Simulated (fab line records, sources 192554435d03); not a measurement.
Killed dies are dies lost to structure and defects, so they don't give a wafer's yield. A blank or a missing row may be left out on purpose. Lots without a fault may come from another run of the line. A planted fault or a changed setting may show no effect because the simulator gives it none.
Split-lot experiment | flow n5_finfet | 7 lots, 21 wafers read, on a route of 1938 steps

THE SPLIT
At N5_BEOL_M14_DEP_53 (deposits SiCN from 3MS/NH3, target thk 50 nm, time 17.8 s), the setting time_s was moved away from the recipe's 17.8 s on 5 of the 21 wafers read, by -14.1% to +14.8%. The other wafers ran this setting at the recipe's value.

The reading is taken at the split's own step.

THE READING
SiCN_of_BEOL_M14_DEP_53.thk_nm (the simulator's own value, which no gauge read), in nm, at N5_BEOL_M14_DEP_53 (deposits SiCN from 3MS/NH3, target thk 50 nm, time 17.8 s). The file gives no usual value for it. The 16 wafers here that ran the recipe average 50.1 nm, standard deviation 0.62 nm.

wafer  | tool, chamber at the split | time_s as run, s | against the recipe | SiCN_of_BEOL_M14_DEP_53.thk_nm, nm | against lot-mates on the recipe
L077.2 | pecvd-02, 1                | 20.44            | +14.8%             | 57.6                               | +7.8
L077.4 | pecvd-02, 2                | 17.8             | recipe             | 49.8                               | -
L077.5 | pecvd-02, 1                | 20.44            | +14.8%             | 58.4                               | +8.6
L079.1 | pecvd-02, 0                | 17.8             | recipe             | 50.4                               | -
L079.5 | pecvd-02, 0,2              | 17.8             | recipe             | 50.6                               | -
L079.6 | pecvd-02, 0,2              | 17.8             | recipe             | 50.6                               | -
L082.1 | pecvd-04, 2                | 17.8             | recipe             | 49.4                               | -
L082.2 | pecvd-04, 1                | 17.8             | recipe             | 49.6                               | -
L082.5 | pecvd-04, 1                | 17.8             | recipe             | 49.8                               | -
L085.1 | pecvd-02, 2                | 17.8             | recipe             | 49                                 | -
L085.5 | pecvd-02, 1                | 17.8             | recipe             | 50.8                               | -
L085.6 | pecvd-02, 0                | 17.8             | recipe             | 51.2                               | -
L089.1 | pecvd-02, 2                | 17.8             | recipe             | 49.6                               | -
L089.2 | pecvd-02, 1                | 15.29            | -14.1%             | 43.2                               | -6.4
L089.6 | pecvd-02, 2                | 15.29            | -14.1%             | 42.8                               | -6.8
L093.4 | pecvd-03, 0                | 17.8             | recipe             | 50.2                               | -
L093.5 | pecvd-03, 0                | 15.29            | -14.1%             | 42.8                               | -7.8
L093.6 | pecvd-03, 1                | 17.8             | recipe             | 51                                 | -
L095.1 | pecvd-03, 0,2              | 17.8             | recipe             | 49.6                               | -
L095.2 | pecvd-03, 0,2              | 17.8             | recipe             | 49.6                               | -
L095.4 | pecvd-03, 2                | 17.8             | recipe             | 50.4                               | -
Where a row lists several chambers, the file gives one row for several wafers and doesn't say which wafer went through which chamber.

THE FIT
A straight line over all 21 wafers: SiCN_of_BEOL_M14_DEP_53.thk_nm changes by +0.519 nm for each +1% of time_s; r = +0.99; the points scatter about the line by 0.59 nm.
The same after taking each lot's own level away (the mean of its wafers on the recipe; 21 wafers): +0.522 nm for each +1%; r = +0.99; scatter 0.54 nm.
On that fit, the largest move of time_s shifts the reading by 7.7 nm.
The lots' own levels span 49.60 to 50.60 nm, that is 1.6 times the standard deviation above.
So the lot-to-lot level changes the slope little: the two slopes agree.
Check: with one of the wafers moved furthest among these (+14.8%) left out of the fit, the line predicts +7.84 nm for it against its lot-mates. It came out at +7.8 nm against them.

OTHER SPLITS ON THESE WAFERS
These wafers also went through other splits before the reading. Each is held against what the fit with the lots' levels taken away leaves over:
other split on the same wafers | wafers away from the commonest value | r with SiCN_of_BEOL_M14_DEP_53.thk_nm (lot level and that fit taken away)
N5_BEOL_M13_COAT_04 spin_rpm   | 7                                    | +0.36

THE FILE'S OWN FIT
SiCN_of_BEOL_M14_DEP_53.thk_nm changes by +0.526 nm for each +1% of time_s, r = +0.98.
